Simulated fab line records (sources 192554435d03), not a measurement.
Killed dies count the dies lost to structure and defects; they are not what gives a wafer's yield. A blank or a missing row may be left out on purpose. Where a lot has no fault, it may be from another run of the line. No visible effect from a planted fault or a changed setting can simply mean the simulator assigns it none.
fab line records	flow n5_finfet
record lots=7	wafers=17	last_day=19
route steps=1938 shown BEOL_M4@1111 BEOL_M10@1514 BEOL_M11@1536 BEOL_M15@1830 PASSIVATION@1936
lots that met no fault: taken from a fault-free run of the same line
start_h: hours from the record's first day to the start of the lot's first wafer shown	wait_h: hours from the lot's prior step to this one	" same as the row above	L1.1+2: a row that stands for several wafers	- no value, or no start was given	* or withheld: withheld	< > ~ a bound
route shown NAME@n: NAME is a module with steps in the file, n the number in the route of the first one	usual: mean/standard deviation taken from wafers without a fault	same: alike in all rows	chamber/n: place in a boat	sites: readings site by site	_std_site: standard deviation across them	_edge_site: the outer-site mean with the inner-site mean subtracted	radius_mm: how far each site lies from the wafer's centre	mask NAME#n: copy n	behind: the tool/chamber that last shaped the wafer	hold: the reason the lot was held/the length of the hold in hours/how it ended	device: the n, p or np transistor that did not switch	end of line: the route-end tests of the same wafers	where a step has no rows: the recipe by itself	killed: at the first sort, the dies lost to defects and structure; wafer yield is something else	map: per-die view of a wafer (x killed, . not killed, _ where there is no die)
set.NAME: the setting that was run; set.NAME@STEP: the one run at that earlier step	model.NAME: the simulator's own value behind a step, which no gauge read
route steps across a sampled set of lots; one table per step, one row per wafer
services: from which hour (start_h, from the record's first day; less than 0 if before it) a tool's chamber was out of use, for how many hours, and why
## steps
# step N5_BEOL_M4_RC_MEAS_101
# usual DIBL_N=36.5/2.2	DIBL_P=36.9/2.9	IOFF_N=0.17/0.044	IOFF_P=0.22/0.052	ION_N=671/16	ION_P=461/10	SS_N=71.6/0.73	SS_P=73.5/0.79	VT_N=250/4.1	VT_P=-250/4.1
lot.wafer	tool	chamber	start_h	wait_h	DIBL_N[mV/V]	DIBL_P[mV/V]	IOFF_N[nA/um]	IOFF_P[nA/um]	ION_N[uA/um]	ION_P[uA/um]	SS_N[mV/dec]	SS_P[mV/dec]	VT_N[mV]	VT_P[mV]
L982.2	prober-01	0	242.80	0.2	35.8	35.2	0.14	0.19	670	454	71.9	73.4	253	-253
L982.3	"	0	"	"	37.1	38.6	0.16	0.24	652	453	72.5	73.8	248	-250
L982.6	"	0	"	"	34.8	32.0	0.13	0.14	638	436	72.4	72.6	258	-258
L984.1	prober-02	0	252.78	0.0	36.4	37.6	0.18	0.21	671	452	71.5	73.4	247	-252
L984.4	"	0	"	"	36.7	38.7	0.16	0.23	677	466	71.2	74.4	246	-249
L984.6	"	0	"	"	37.2	40.4	0.22	0.25	709	475	71.3	73.4	243	-247
L986.1	prober-02	0	258.56	0.0	33.5	34.2	0.13	0.19	665	461	71.0	72.3	251	-248
L986.3	"	0	"	"	37.1	38.5	0.20	0.26	674	464	72.0	73.7	246	-246
L987.1	prober-02	0	265.89	0.2	35.8	35.7	0.16	0.19	689	471	71.6	73.1	247	-249
L987.2	"	0	"	"	38.2	39.1	0.18	0.24	670	456	71.8	73.7	248	-249
L987.4	"	0	"	"	36.5	37.2	0.17	0.22	680	466	71.3	73.1	249	-251
L994.2	prober-02	0	315.73	0.2	35.1	34.2	0.16	0.24	682	478	71.1	72.9	251	-243
L994.5	"	0	"	"	40.6	41.2	0.31	0.38	707	487	72.5	74.8	241	-238
L995.1	prober-02	0	318.22	0.0	38.1	37.4	0.16	0.24	648	447	71.6	74.0	252	-250
L995.4	"	0	"	"	36.0	34.1	0.12	0.16	654	448	71.5	72.8	256	-254
L997.4	prober-01	0	340.80	0.5	40.2	42.9	0.23	0.29	669	456	72.3	74.7	248	-247
L997.5	"	0	"	"	42.3	44.0	0.28	0.33	702	471	73.4	75.0	242	-243
# step N5_BEOL_M10_STRIP_77
# recipe chemistry=N2/H2	time_s=10	power_w=450	temp_c=40	pressure_mtorr=20	rf_frequency_hz=6e+07	bias_power_w=7	n2_flow_sccm=200	h2_flow_sccm=200
# usual drypump_motor_current_A=5.6/0.51	oes_product_au=0.78/0.09	rf_vpp_V=59.3/0.89	showerhead_plenum_p_Torr=2.54/0.066	throttle_valve_pct=23.7/0.42
# same time_s=10
lot.wafer	tool	chamber	start_h	wait_h	drypump_motor_current_A	oes_product_au	rf_hours_counter_h	rf_vpp_V	showerhead_plenum_p_Torr	throttle_valve_pct
L982.2	rie_diel-02	1	-	-	5.8	0.72	178	60.0	2.54	24.2
L982.3	"	2	"	"	5.1	0.67	-	58.1	2.64	24.5
L982.6	"	1	"	"	5.8	0.73	-	58.6	2.54	24.2
L984.1	rie_diel-06	2	-	-	5.4	0.89	47	58.7	2.57	23.4
L984.4	"	0	"	"	5.3	0.72	218	59.6	2.61	23.8
L984.6	"	0	"	"	5.3	0.71	-	58.9	2.61	23.7
L986.1	rie_diel-02	1	-	-	5.8	0.72	186	58.1	2.54	24.2
L986.3	"	2	"	"	5.1	0.66	246	59.4	2.63	24.5
L987.1	rie_diel-02	2	-	-	5.1	0.66	249	60.5	2.63	24.5
L987.2	"	1	"	"	5.7	0.72	188	58.8	2.54	24.2
L987.4	"	3	"	"	5.3	0.87	38	59.1	2.58	23.8
L994.2	rie_diel-06	1	-	-	6.5	0.78	139	58.8	2.56	23.6
L994.5	"	3	"	"	4.8	0.82	-	59.0	2.46	23.3
L995.1	rie_diel-05	2	-	-	6.0	0.78	127	58.9	2.44	23.3
L995.4	"	2	"	"	6.0	0.77	-	57.6	2.44	23.2
L997.4	rie_diel-06	3	-	-	4.8	0.80	-	60.8	2.45	23.3
L997.5	"	1	"	"	6.4	0.78	-	60.2	2.56	23.6
# step N5_BEOL_M10_ALD_74
# recipe material=TaN	target_thk_a=20	temp_c=275	ald_precursor_family=PDMAT	ald_co_reactant=NH3	pressure_torr=3	carrier_flow_sccm=1500	pulse_time_s=2	purge_time_s=3	co_reactant_purge_time_s=2	co_reactant_pulse_time_s=3	ald_cycles=40	precursor_vessel_temp_c=75	precursor_vessel_pressure_torr=26.25	precursor_vessel_carrier_sccm=1000
# usual ald_cycles=40/0	heater_power_w=396/45
lot.wafer	tool	chamber	start_h	wait_h	ald_cycles	heater_power_w
L982.2	ald_metal-03	3	293.44	0.0	40	367
L982.3	"	2	"	"	22	437
L982.6	"	3	"	"	40	378
L984.1	ald_metal-03	0	302.25	0.0	40	372
L984.4	"	2	"	"	22	435
L984.6	"	0	"	"	40	377
L986.1	ald_metal-01	3	311.24	0.2	40	445
L986.3	"	2	"	"	40	523
L987.1	ald_metal-03	0	318.73	0.0	40	377
L987.2	"	2	"	"	40	445
L987.4	"	3	"	"	22	381
L994.2	ald_metal-02	3	370.00	0.0	40	362
L994.5	"	2	"	"	40	342
L995.1	ald_metal-03	3	370.57	0.1	40	390
L995.4	"	2	"	"	40	439
L997.4	ald_metal-03	0	399.73	0.1	40	383
L997.5	"	2	"	"	40	429
# step N5_BEOL_M10_INSPECT_58
# recipe inspect_instrument=darkfield	mode=post_dep
# usual raw_defect_count=80/28
lot.wafer	tool	chamber	start_h	wait_h	raw_defect_count
L982.2	defect_inspect-01	-	296.92	0.0	68
L982.3	"	-	"	"	80
L982.6	"	-	"	"	87
L984.1	defect_inspect-02	-	305.22	0.0	86
L984.4	"	-	"	"	83
L984.6	"	-	"	"	82
L986.1	defect_inspect-01	-	313.72	0.0	56
L986.3	"	-	"	"	51
L987.1	defect_inspect-01	-	320.70	0.0	63
L987.2	"	-	"	"	47
L987.4	"	-	"	"	45
L994.2	defect_inspect-02	-	371.60	0.0	57
L994.5	"	-	"	"	83
L995.1	defect_inspect-01	-	372.29	0.0	129
L995.4	"	-	"	"	67
L997.4	defect_inspect-01	-	401.50	0.0	72
L997.5	"	-	"	"	71
# step N5_BEOL_M11_ILD_DEP_00
# recipe material=SiCOH_lowk	target_thk_a=3085.1	temp_c=300	precursor=DEMS/porogen	pressure_torr=5	rf_w=500	time_s=58
# usual heater_power_w=302/52	rf_fwd_power_W=495.6/2.1	showerhead_plenum_p_Torr=5.741/0.022	showerhead_vpp_V=1353/36	throttle_valve_pct=14.0/0.69
# same time_s=58
lot.wafer	tool	chamber	start_h	wait_h	heater_power_w	rf_fwd_power_W	showerhead_plenum_p_Torr	showerhead_vpp_V	throttle_valve_pct
L982.2	pecvd-04	0	296.95	0.0	349	498.8	5.725	1410	15.2
L982.3	"	1	"	"	258	493.4	5.736	1313	15.0
L982.6	"	2	"	"	254	496.5	5.766	1337	13.4
L984.1	pecvd-02	0	305.25	0.0	326	500.5	5.752	1349	13.4
L984.4	"	2	"	"	345	495.2	5.769	1330	13.7
L984.6	"	1	"	"	401	491.0	5.744	1274	14.0
L986.1	pecvd-02	1	313.76	0.0	386	494.8	5.762	1314	13.7
L986.3	"	0	"	"	310	498.9	5.752	1327	13.3
L987.1	pecvd-01	0	320.73	0.0	277	494.8	5.727	1389	14.3
L987.2	"	1	"	"	235	497.1	5.748	1398	15.4
L987.4	"	1	"	"	232	498.6	5.739	1420	15.3
L994.2	pecvd-01	2	371.64	0.0	389	494.4	5.698	1367	13.6
L994.5	"	2	"	"	304	496.3	5.718	1364	13.7
L995.1	pecvd-04	2	372.32	0.0	258	494.9	5.743	1338	13.1
L995.4	"	1	"	"	270	492.8	5.737	1301	15.2
L997.4	pecvd-01	0	401.56	0.1	303	495.0	5.730	1355	14.1
L997.5	"	1	"	"	199	496.5	5.741	1409	15.5
# step N5_BEOL_M15_RC_MEAS_101
# usual COMB_M10=1.5e-11/3.1e-12	COMB_M10_max_site=2.1e-11/5.1e-12	COMB_M11=1.5e-11/3.1e-12	COMB_M12=6.1e-12/1.4e-12	COMB_M13=4.5e-12/9.9e-13	COMB_M14=3.5e-12/8.8e-13	COMB_M15=2.1e-12/7.1e-13	COMB_M5=3.6e-11/7.6e-12	COMB_M6=2.4e-11/5.1e-12	COMB_M7=2.6e-11/5.7e-12	COMB_M8=2.5e-11/5e-12	COMB_M8_max_site=3.6e-11/8.6e-12	COMB_M9=1.42e-11/2.7e-12	COMB_M9_max_site=2e-11/4.3e-12	SERP_M10=3.10/0.1	SERP_M10_max_site=3.19/0.099	SERP_M11=3.07/0.1	SERP_M11_max_site=3.16/0.11	SERP_M12=0.639/0.017	SERP_M13=0.305/0.0052	SERP_M14=0.162/0.0062	SERP_M14_max_site=0.164/0.0064	SERP_M5=37.5/2.1	SERP_M6=14.4/0.77	SERP_M7=13.7/0.64	SERP_M8=14.2/0.66	SERP_M9=3.08/0.11
lot.wafer	tool	chamber	start_h	wait_h	COMB_M10[S/m]	COMB_M10_max_site[S/m]	COMB_M11[S/m]	COMB_M12[S/m]	COMB_M13[S/m]	COMB_M14[S/m]	COMB_M15[S/m]	COMB_M5[S/m]	COMB_M6[S/m]	COMB_M7[S/m]	COMB_M8[S/m]	COMB_M8_max_site[S/m]	COMB_M9[S/m]	COMB_M9_max_site[S/m]	SERP_M10[ohm/um]	SERP_M10_max_site[ohm/um]	SERP_M11[ohm/um]	SERP_M11_max_site[ohm/um]	SERP_M12[ohm/um]	SERP_M13[ohm/um]	SERP_M14[ohm/um]	SERP_M14_max_site[ohm/um]	SERP_M5[ohm/um]	SERP_M6[ohm/um]	SERP_M7[ohm/um]	SERP_M8[ohm/um]	SERP_M9[ohm/um]
L982.2	prober-02	0	335.87	0.2	1.7e-11	2.2e-11	1.4e-11	5.7e-12	4.9e-12	3.6e-12	2e-12	4e-11	2.6e-11	2.1e-11	2.5e-11	3e-11	1.91e-11	3e-11	3.10	3.17	3.01	3.04	0.641	0.298	0.153	0.154	35.8	14.6	13.8	15.5	3.19
L982.3	"	0	"	"	7.1e-11	1.24e-10	1.5e-11	7.8e-12	7e-12	3e-12	2e-12	2.4e-11	3e-11	2.8e-11	2.8e-11	3.5e-11	1.07e-11	1.9e-11	2.97	3.05	2.93	3.02	0.609	0.313	0.163	0.164	40.0	12.9	13.3	15.5	3.29
L982.6	"	0	"	"	2.1e-11	3.5e-11	1.6e-11	4.6e-12	3e-12	2.8e-12	2.1e-12	4.8e-11	2.5e-11	1.5e-11	2.4e-11	3.8e-11	1.15e-11	1.8e-11	3.14	3.22	3.07	3.16	0.642	0.303	0.164	0.165	36.8	15.8	14.3	15.6	2.99
L984.1	prober-01	0	336.09	0.0	9e-12	1.2e-11	2.3e-11	6.5e-12	3.8e-12	3e-12	2.1e-12	4.4e-11	2e-11	3.3e-11	3.3e-11	4.4e-11	1.63e-11	1.9e-11	2.89	2.99	3.00	3.19	0.625	0.313	0.161	0.163	35.4	16.0	13.2	14.6	3.03
L984.4	"	0	"	"	6.8e-11	8.9e-11	1.1e-11	8.7e-12	4.6e-12	2.8e-12	2.5e-12	4.6e-11	1.8e-11	3.8e-11	3.5e-11	4.8e-11	1.33e-11	1.9e-11	3.13	3.16	2.96	3.07	0.650	0.304	0.165	0.168	39.9	15.7	14.9	15.2	3.02
L984.6	"	0	"	"	1e-11	1.4e-11	1.7e-11	7.2e-12	4e-12	2.9e-12	2.3e-12	3.6e-11	2.3e-11	3.5e-11	2.6e-11	3.4e-11	1.16e-11	1.5e-11	3.15	3.22	2.99	3.07	0.631	0.309	0.167	0.168	35.5	13.8	14.2	13.4	2.99
L986.1	prober-02	0	348.64	0.0	1.9e-11	2.2e-11	1.4e-11	5.9e-12	3.8e-12	4.5e-12	1.9e-12	3.4e-11	2.3e-11	1.8e-11	2.7e-11	3.2e-11	1.17e-11	2e-11	3.09	3.18	3.10	3.19	0.643	0.299	0.174	0.178	36.9	14.3	14.0	13.1	3.14
L986.3	"	0	"	"	1.7e-11	2.1e-11	1.5e-11	7.3e-12	5.4e-12	4e-12	3e-12	4e-11	3.3e-11	2.7e-11	1.8e-11	2.8e-11	1.05e-11	1.6e-11	2.97	3.03	3.05	3.21	0.622	0.299	0.171	0.172	36.3	14.6	14.0	14.2	3.03
L987.1	prober-02	0	370.80	0.0	1.4e-11	2.3e-11	1.3e-11	6.7e-12	3.7e-12	3.2e-12	2e-12	3.2e-11	2.4e-11	1.5e-11	4e-11	5.6e-11	1.31e-11	1.9e-11	3.14	3.19	3.16	3.26	0.618	0.324	0.177	0.177	42.1	14.1	12.8	13.3	3.10
L987.2	"	0	"	"	1.7e-11	2.7e-11	1.3e-11	5.2e-12	5.1e-12	2.8e-12	2.2e-12	2.4e-11	1.8e-11	1.9e-11	3.1e-11	4.9e-11	1.45e-11	1.6e-11	3.03	3.06	3.11	3.21	0.628	0.305	0.162	0.165	37.9	12.4	12.4	14.5	3.24
L987.4	"	0	"	"	9.4e-11	1.26e-10	1.4e-11	7.7e-12	3.8e-12	2.8e-12	2.6e-12	2.7e-11	2.1e-11	2.4e-11	2.4e-11	2.9e-11	1.62e-11	2.3e-11	2.86	2.99	3.03	3.07	0.640	0.311	0.176	0.177	39.4	13.9	14.0	14.4	3.05
L994.2	prober-01	0	414.21	0.2	1.1e-11	1.4e-11	2.1e-11	6.1e-12	5.1e-12	3.4e-12	3e-12	3.3e-11	1.7e-11	2.9e-11	1.8e-11	2.2e-11	1.15e-11	1.9e-11	2.98	3.02	3.02	3.09	0.626	0.306	0.166	0.168	36.8	14.2	13.5	13.9	3.26
L994.5	"	0	"	"	1.5e-11	2.3e-11	1.2e-11	8.2e-12	6.1e-12	4.2e-12	2.9e-12	3.1e-11	2.4e-11	2.3e-11	2.7e-11	3.7e-11	1.59e-11	2.2e-11	3.14	3.21	3.20	3.23	0.636	0.312	0.166	0.168	37.1	14.3	14.2	13.8	3.12
L995.1	prober-02	0	414.72	0.7	1.4e-11	1.9e-11	1.8e-11	6.3e-12	3.7e-12	2.9e-12	2.3e-12	4.5e-11	2.3e-11	2.3e-11	2.9e-11	3.7e-11	1.36e-11	2.3e-11	3.09	3.13	3.00	3.15	0.617	0.301	0.162	0.164	40.2	13.8	13.5	13.9	2.91
L995.4	"	0	"	"	1.8e-11	2.3e-11	1.7e-11	5.2e-12	3.7e-12	2.7e-12	2.6e-12	3.1e-11	2.7e-11	2.3e-11	2e-11	2.6e-11	1.33e-11	2e-11	3.05	3.16	3.04	3.19	0.647	0.307	0.166	0.168	37.7	13.8	13.5	14.7	3.10
L997.4	prober-02	0	432.45	0.5	1.5e-11	2.8e-11	1.3e-11	7.1e-12	3.4e-12	3e-12	2.7e-12	3.1e-11	3.5e-11	2.4e-11	2.1e-11	2.9e-11	1.54e-11	1.9e-11	3.19	3.23	3.08	3.21	0.615	0.302	0.161	0.163	42.8	14.3	14.2	13.8	3.01
L997.5	"	0	"	"	1.4e-11	1.9e-11	1.1e-11	5.7e-12	3.9e-12	2.2e-12	2.3e-12	3.2e-11	2.3e-11	2e-11	2.7e-11	4.3e-11	1.49e-11	2.3e-11	3.03	3.19	3.01	3.11	0.637	0.308	0.160	0.161	36.1	13.9	13.5	14.5	2.95
# sites COMB_M10 radius_mm=0,75,75,75,75,140,140,140,140
L982.2 1e-11 1.7e-11 1.6e-11 1.7e-11 1.9e-11 1.6e-11 1.7e-11 1.5e-11 2.2e-11
L984.1 7e-12 1.2e-11 1e-11 9e-12 9e-12 9e-12 1.1e-11 1.2e-11 9e-12
L986.1 1.7e-11 1.2e-11 2.1e-11 2.1e-11 1.6e-11 1.9e-11 2.2e-11 2.1e-11 1.8e-11
L987.1 1.4e-11 1.2e-11 1.6e-11 1.4e-11 1.9e-11 2.3e-11 1.1e-11 1.4e-11 1.4e-11
L994.2 1.4e-11 1.1e-11 1.3e-11 1e-11 9e-12 9e-12 1.1e-11 1.4e-11 7e-12
L995.1 1.9e-11 8e-12 1.1e-11 1.5e-11 1.3e-11 1.8e-11 1.1e-11 1.6e-11 1.4e-11
L997.4 1.2e-11 1.4e-11 2.6e-11 1.4e-11 1.6e-11 1.1e-11 2.8e-11 1.5e-11 1.7e-11
# step N5_PASSIVATION_PROBE_49
# usual defect_limited_yield=91.3/1.4	killed_at_M0_to_M3=36/10	killed_at_M4_up=13/5.4	killed_at_contacts=12/5.3	killed_at_front_end=39/10	killed_at_other=3.2/2.7	killed_dies=103/16	killed_open=68/13	killed_short=33/6.6	sort_bin_4_leakage=0.01/0.031	sort_bin_5_function=5.1/0.92	sort_bin_6_memory=3.3/0.68	sort_bin_8_speed=0.1/0.41	sort_n_pass=1077/17	sort_yield_pct=91.2/1.4
# same gross_dies=1180	killed_at_back_side=0
lot.wafer	tool	chamber	start_h	wait_h	defect_limited_yield[%]	killed_at_M0_to_M3	killed_at_M4_up	killed_at_contacts	killed_at_front_end	killed_at_other	killed_dies	killed_open	killed_short	sort_bin_4_leakage[%]	sort_bin_5_function[%]	sort_bin_6_memory[%]	sort_bin_8_speed[%]	sort_n_pass	sort_yield_pct[%]
L982.2	prober-01	-	349.54	0.8	88.6	43	12	20	58	2	135	95	39	0	7.3	3.9	0	1045	88.6
L982.3	prober-01	-	349.59	0.9	90.3	31	17	5	56	6	115	64	42	0.51	5.4	3.6	0	1065	90.3
L982.6	prober-01	-	349.74	1.0	91.3	30	7	6	60	0	103	70	31	0	5.2	3.1	4.6	1023	86.7
L984.1	prober-01	-	351.59	0.0	90.3	51	16	17	30	0	114	72	41	0	5.9	3.6	0	1066	90.3
L984.4	prober-01	-	351.74	0.2	89.2	49	30	22	21	5	127	85	31	0.59	5.9	3.8	0	1053	89.2
L984.6	prober-01	-	351.84	0.3	90.8	43	12	10	39	4	108	72	36	0	4.9	3.9	0	1072	90.8
L987.1	prober-01	-	390.21	0.0	92.1	28	12	7	45	1	93	65	25	0	5.0	2.7	0	1087	92.1
L987.2	prober-01	-	390.26	0.1	91.8	36	5	24	25	7	97	60	36	0	4.7	3.3	0	1083	91.8
L987.4	prober-01	-	390.36	0.2	92.2	25	18	10	32	7	92	52	31	0.76	3.5	3.3	0	1088	92.2
# killed by level:class
L982.2 FIN_SAQP:geometric_particle:open=17 MOL_CONTACT_COAG:geometric_particle:open=16 BEOL_M2:geometric_particle:open=13 STI_FIN_REVEAL:geometric_particle:open=9 BEOL_M3:geometric_particle:open=9 FIN_SAQP:geometric_particle:short=6 BEOL_M4:geometric_particle:open=6 DUMMY_GATE:geometric_particle:open=4
L982.3 FIN_SAQP:geometric_particle:open=10 GATE_CUT:geometric_particle:short=8 ILD0:geometric_particle:open=8 BEOL_M2:geometric_particle:open=7 FIN_SAQP:geometric_particle:short=6 BEOL_M1:geometric_particle:open=6 M10:area_ald=6 STI_FIN_REVEAL:geometric_particle:open=5
L982.6 FIN_SAQP:geometric_particle:open=25 FIN_SAQP:geometric_particle:short=10 MOL_CONTACT_COAG:geometric_particle:open=6 BEOL_M3:geometric_particle:open=6 BEOL_M0_SAQP:geometric_particle:short=5 BEOL_M1:geometric_particle:open=5 BEOL_M2:geometric_particle:open=5 BEOL_M0_SAQP:geometric_particle:open=4
L984.1 MOL_CONTACT_COAG:geometric_particle:open=15 FIN_SAQP:geometric_particle:short=11 BEOL_M3:geometric_particle:open=11 BEOL_M0_SAQP:geometric_particle:short=11 BEOL_M2:geometric_particle:open=9 BEOL_M1:geometric_particle:open=8 STI_FIN_REVEAL:geometric_particle:open=6 GATE_CUT:geometric_particle:short=5
L984.4 MOL_CONTACT_COAG:geometric_particle:open=16 BEOL_M0_SAQP:geometric_particle:open=10 BEOL_M4:geometric_particle:open=9 BEOL_M2:geometric_particle:open=8 BEOL_M0:geometric_particle:open=7 BEOL_M3:geometric_particle:open=7 M10:area_ald=7 MOL_CONTACT_COAG:geometric_particle:short=6
L984.6 BEOL_M2:geometric_particle:open=13 FIN_SAQP:geometric_particle:open=11 BEOL_M0_SAQP:geometric_particle:short=9 MOL_CONTACT_COAG:geometric_particle:open=8 BEOL_M4:geometric_particle:open=7 BEOL_M0_SAQP:geometric_particle:open=5 FIN_SAQP:geometric_particle:short=4 DUMMY_GATE:geometric_particle:open=4
L987.1 DUMMY_GATE:geometric_particle:open=11 FIN_SAQP:geometric_particle:open=7 BEOL_M3:geometric_particle:open=7 MOL_CONTACT_COAG:geometric_particle:open=6 BEOL_M1:geometric_particle:open=6 STI_FIN_REVEAL:geometric_particle:open=5 BEOL_M0_SAQP:geometric_particle:short=4 BEOL_M0_SAQP:geometric_particle:open=4
L987.2 MOL_CONTACT_COAG:geometric_particle:open=18 BEOL_M0_SAQP:geometric_particle:short=8 BEOL_M0:geometric_particle:open=8 MOL_CONTACT_COAG:geometric_particle:short=6 BEOL_M0_SAQP:geometric_particle:open=6 MIM_TOP_ETCH:geometric_particle:short=6 BEOL_M1:geometric_particle:open=5 STI_FIN_REVEAL:geometric_particle:open=4
L987.4 MOL_CONTACT_COAG:geometric_particle:open=9 M10:area_ald=9 BEOL_M0_SAQP:geometric_particle:short=8 BEOL_M2:geometric_particle:open=6 STI_FIN_REVEAL:geometric_particle:open=5 DUMMY_GATE:geometric_particle:open=4 ILD0:geometric_particle:open=4 MIM_TOP_ETCH:geometric_particle:short=4
## services
tool	chamber	start_h	hours	kind
rie_diel-02	0	271.52	9.9	repair
rie_diel-02	0	281.47	-	clean
rie_diel-02	0	281.47	-	consumable_replace:focus_ring
rie_diel-02	0	281.47	15.5	scheduled_down
rie_diel-02	0	281.47	15.5	vent_cycle
rie_diel-02	3	287.60	16.7	repair
ald_metal-01	3	296.26	10.0	repair
pecvd-02	-	298.47	2.8	pm
rie_diel-02	2	321.25	-	clean
rie_diel-02	2	321.25	-	consumable_replace:focus_ring
rie_diel-02	2	321.25	26.4	scheduled_down
rie_diel-02	2	321.25	26.4	vent_cycle
rie_diel-02	1	334.26	5.1	repair
ald_metal-02	-	337.49	14.0	pm
pecvd-01	-	353.41	6.0	pm
ald_metal-01	-	368.33	6.0	pm
pecvd-01	1	370.47	2.1	scheduled_down
rie_diel-05	2	374.65	24.2	repair
pecvd-02	1	383.62	-	clean
rie_diel-06	0	396.96	-	clean
rie_diel-06	0	396.96	-	consumable_replace:focus_ring
rie_diel-06	0	396.96	16.0	scheduled_down
rie_diel-06	0	396.96	16.0	vent_cycle
rie_diel-05	2	401.37	11.0	repair
## key
first_sign step=N5_BEOL_M10_ALD_74	reading=ald_cycles	direction=down	sigmas=99+	usual=*	struck=*
effect step=N5_BEOL_M15_RC_MEAS_101	reading=COMB_M10	direction=up	sigmas=20	usual=1.5e-11	struck=7.8e-11
effect step=N5_PASSIVATION_PROBE_49	reading=sort_bin_4_leakage	direction=up	sigmas=7.3	usual=0.01	struck=0.62
met_at N5_BEOL_M10_ALD_74
struck_lots L982,L984,L987
struck_wafers L982.3,L984.4,L987.4
not_acting_at N5_BEOL_M10_STRIP_77,N5_BEOL_M10_INSPECT_58,N5_BEOL_M11_ILD_DEP_00
fault kind=process_parameter_drift	tool=ald_metal-03	chamber=-	onset_h=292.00	steps=N5_BEOL_M10_ALD_74	channel=ald_cycles	offset=*	shape=step	end_h=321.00	scope=struck_wafers_only	acts_in=*	stated=*
